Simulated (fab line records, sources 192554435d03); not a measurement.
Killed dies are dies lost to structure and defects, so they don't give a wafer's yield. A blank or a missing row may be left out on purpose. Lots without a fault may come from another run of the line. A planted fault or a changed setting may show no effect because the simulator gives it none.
Chamber matching | flow n5_finfet | N5_BEOL_M7_DEP_56 on pecvd-01: 3 sister chambers
The step deposits SiCN from 3MS/NH3, target thk 10 nm, time 17.5 s. 3 wafers are shown with their chamber, then 7 later ones without.

WAFERS WITH THEIR CHAMBER
wafer  | chamber | throttle_valve_pct (%)
L081.6 | 1       | 9.1
L089.2 | 0       | 8.6
L088.5 | 2       | 8.8

WAFERS WITHOUT THEIR CHAMBER
wafer  | throttle_valve_pct (%)
L088.6 | 8.9
L095.2 | 8.8
L095.4 | 8.9
L095.5 | 8.5
L097.1 | 8.5
L097.3 | 9.0
L097.4 | 8.6

WHICH CHAMBER EACH WENT THROUGH
wafer  | from the rows above     | in truth
L088.6 | can't be placed: 2 or 1 | 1
L095.2 | 2                       | 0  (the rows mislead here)
L095.4 | can't be placed: 2 or 1 | 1
L095.5 | 0                       | 0
L097.1 | 0                       | 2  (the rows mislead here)
L097.3 | can't be placed: 1 or 2 | 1
L097.4 | 0                       | 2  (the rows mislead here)
Placed correctly: 1 of 7. Can't be placed from these rows: 3 (the true chamber is among the candidates in 3). Placed wrongly: 3.
How it was worked out, from the rows above alone: a wafer's distance from a chamber is the root of the sum, over the readings, of the square of ((its reading less the chamber's mean) divided by the reading's scatter). The wafer belongs to the nearest chamber; if the next one is less than 2 further off, it can't be placed. A chamber's mean is the mean of its shown wafers. The scatter: with one shown wafer a chamber, the root of the mean of the squares of how far each hidden wafer lies from its nearest shown one.
